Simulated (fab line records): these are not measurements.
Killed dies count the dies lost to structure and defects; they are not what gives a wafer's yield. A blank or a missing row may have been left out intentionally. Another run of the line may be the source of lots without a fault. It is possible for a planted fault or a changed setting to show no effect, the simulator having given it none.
Chamber matching / flow n5Finfet / N5_BEOL_M9_CURE_71 on uvCure-01: 3 sister chambers
The step cures SiCOH lowk, time 240 s. 22 wafers are shown with their chamber, then 11 later ones without.

WAFERS, EACH WITH ITS CHAMBER
wafer=L075.1; chamber=0; wafer_temp_C_max=386.2; lampPowerPct (%)=52.32
wafer=L075.2; chamber=0; wafer_temp_C_max=385.9; lampPowerPct (%)=52.30
wafer=L075.6; chamber=0; wafer_temp_C_max=386.1; lampPowerPct (%)=52.39
wafer=L074.2; chamber=1; wafer_temp_C_max=386.0; lampPowerPct (%)=52.32
wafer=L074.3; chamber=1; wafer_temp_C_max=385.9; lampPowerPct (%)=52.30
wafer=L074.5; chamber=1; wafer_temp_C_max=386.2; lampPowerPct (%)=52.27
wafer=L076.1; chamber=0; wafer_temp_C_max=386.2; lampPowerPct (%)=52.26
wafer=L076.3; chamber=0; wafer_temp_C_max=386.7; lampPowerPct (%)=52.39
wafer=L076.6; chamber=0; wafer_temp_C_max=386.4; lampPowerPct (%)=52.29
wafer=L077.1; chamber=2; wafer_temp_C_max=386.1; lampPowerPct (%)=52.26
wafer=L077.4; chamber=2; wafer_temp_C_max=385.9; lampPowerPct (%)=52.30
wafer=L077.5; chamber=2; wafer_temp_C_max=385.5; lampPowerPct (%)=52.28
wafer=L081.1; chamber=1; wafer_temp_C_max=386.3; lampPowerPct (%)=52.30
wafer=L081.3; chamber=1; wafer_temp_C_max=386.6; lampPowerPct (%)=52.28
wafer=L081.6; chamber=1; wafer_temp_C_max=386.7; lampPowerPct (%)=52.30
wafer=L083.1; chamber=1; wafer_temp_C_max=386.6; lampPowerPct (%)=52.34
wafer=L083.4; chamber=1; wafer_temp_C_max=386.4; lampPowerPct (%)=52.35
wafer=L083.5; chamber=1; wafer_temp_C_max=386.8; lampPowerPct (%)=52.29
wafer=L085.1; chamber=1; wafer_temp_C_max=386.4; lampPowerPct (%)=52.29
wafer=L085.4; chamber=1; wafer_temp_C_max=386.2; lampPowerPct (%)=52.22
wafer=L085.5; chamber=1; wafer_temp_C_max=386.9; lampPowerPct (%)=52.33
wafer=L088.2; chamber=0; wafer_temp_C_max=385.6; lampPowerPct (%)=52.31

SIGNATURES (averages over the wafers above)
reading=wafer_temp_C_max; chamber 0=386.157; chamber 1=386.417; chamber 2=385.833; scatter within a chamber=0.324
reading=lampPowerPct; chamber 0=52.3229; chamber 1=52.2992; chamber 2=52.2800; scatter within a chamber=0.039
Rule: distance of a wafer from a chamber = root of the sum over the readings of ((wafer's reading minus chamber's mean) / reading's scatter) squared. If the next closest chamber is less than 2 further off than the closest, the wafer can't be placed; otherwise it belongs to the closest. How the scatter is found: for the shown wafers, subtract from each reading the mean of its chamber, square and add these, divide the total by (wafers less chambers), then take the root.

WAFERS WITH NO CHAMBER GIVEN
wafer=L088.3; wafer_temp_C_max=386.6; lampPowerPct (%)=52.32
wafer=L088.5; wafer_temp_C_max=386.0; lampPowerPct (%)=52.26
wafer=L091.1; wafer_temp_C_max=386.1; lampPowerPct (%)=52.27
wafer=L091.2; wafer_temp_C_max=386.1; lampPowerPct (%)=52.25
wafer=L091.4; wafer_temp_C_max=385.9; lampPowerPct (%)=52.41
wafer=L094.1; wafer_temp_C_max=386.5; lampPowerPct (%)=52.23
wafer=L094.2; wafer_temp_C_max=386.9; lampPowerPct (%)=52.36
wafer=L094.3; wafer_temp_C_max=386.3; lampPowerPct (%)=52.44
wafer=L096.1; wafer_temp_C_max=387.2; lampPowerPct (%)=52.42
wafer=L096.5; wafer_temp_C_max=386.9; lampPowerPct (%)=52.26
wafer=L096.6; wafer_temp_C_max=386.6; lampPowerPct (%)=52.32

EACH ONE'S CHAMBER
wafer=L088.3; from the rows above=can't be placed: 1 or 0 or 2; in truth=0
wafer=L088.5; from the rows above=can't be placed: 2 or 1 or 0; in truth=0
wafer=L091.1; from the rows above=can't be placed: 2 or 1 or 0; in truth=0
wafer=L091.2; from the rows above=can't be placed: 2 or 1 or 0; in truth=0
wafer=L091.4; from the rows above=can't be placed: 0 or 1 or 2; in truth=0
wafer=L094.1; from the rows above=can't be placed: 1 or 2 or 0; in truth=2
wafer=L094.2; from the rows above=can't be placed: 1 or 0 or 2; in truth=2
wafer=L094.3; from the rows above=can't be placed: 0 or 1 or 2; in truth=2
wafer=L096.1; from the rows above=can't be placed: 1 or 0 or 2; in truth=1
wafer=L096.5; from the rows above=can't be placed: 1 or 0 or 2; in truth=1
wafer=L096.6; from the rows above=can't be placed: 1 or 0 or 2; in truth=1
Correctly placed: 0 of 11. From these rows, 11 cannot be placed; in 11 the true chamber is one of the candidates. Wrongly placed: 0.
